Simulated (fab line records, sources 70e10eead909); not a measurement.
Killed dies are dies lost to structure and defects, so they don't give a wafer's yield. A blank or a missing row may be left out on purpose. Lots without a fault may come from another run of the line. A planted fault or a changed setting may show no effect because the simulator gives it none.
Chamber matching | flow nand_harc | NHARC_A_M0_PRE_CLEAN_31 on pecvd-01: 3 sister chambers
The step time 12 s. 6 wafers are shown with their chamber, then 11 later ones without.

WAFERS WITH THEIR CHAMBER
wafer  | chamber | heater_power_w (W)
L084.6 | 1       | 791
L086.4 | 2       | 635
L089.2 | 2       | 544
L089.5 | 1       | 821
L089.6 | 0       | 553
L090.1 | 0       | 616

WAFERS WITHOUT THEIR CHAMBER
wafer  | heater_power_w (W)
L090.2 | 644
L090.4 | 605
L092.1 | 594
L092.4 | 607
L092.5 | 584
L095.1 | 558
L095.2 | 656
L095.4 | 674
L094.3 | 603
L094.4 | 607
L094.6 | 587

WHICH CHAMBER EACH WENT THROUGH
wafer  | from the rows above          | in truth
L090.2 | can't be placed: 2 or 0      | 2
L090.4 | can't be placed: 2 or 0      | 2
L092.1 | can't be placed: 2 or 0      | 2
L092.4 | can't be placed: 2 or 0      | 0
L092.5 | can't be placed: 0 or 2      | 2
L095.1 | can't be placed: 0 or 2      | 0
L095.2 | can't be placed: 2 or 0 or 1 | 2
L095.4 | can't be placed: 2 or 0 or 1 | 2
L094.3 | can't be placed: 2 or 0      | 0
L094.4 | can't be placed: 2 or 0      | 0
L094.6 | can't be placed: 0 or 2      | 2
Placed correctly: 0 of 11. Can't be placed from these rows: 11 (the true chamber is among the candidates in 11). Placed wrongly: 0.
How it was worked out, from the rows above alone: a wafer's distance from a chamber is the root of the sum, over the readings, of the square of ((its reading less the chamber's mean) divided by the reading's scatter). The wafer belongs to the nearest chamber; if the next one is less than 2 further off, it can't be placed. A chamber's mean is the mean of its shown wafers. The scatter: the root of (the sum of the squares of (reading less its chamber's mean) over the shown wafers, divided by (wafers less chambers)).
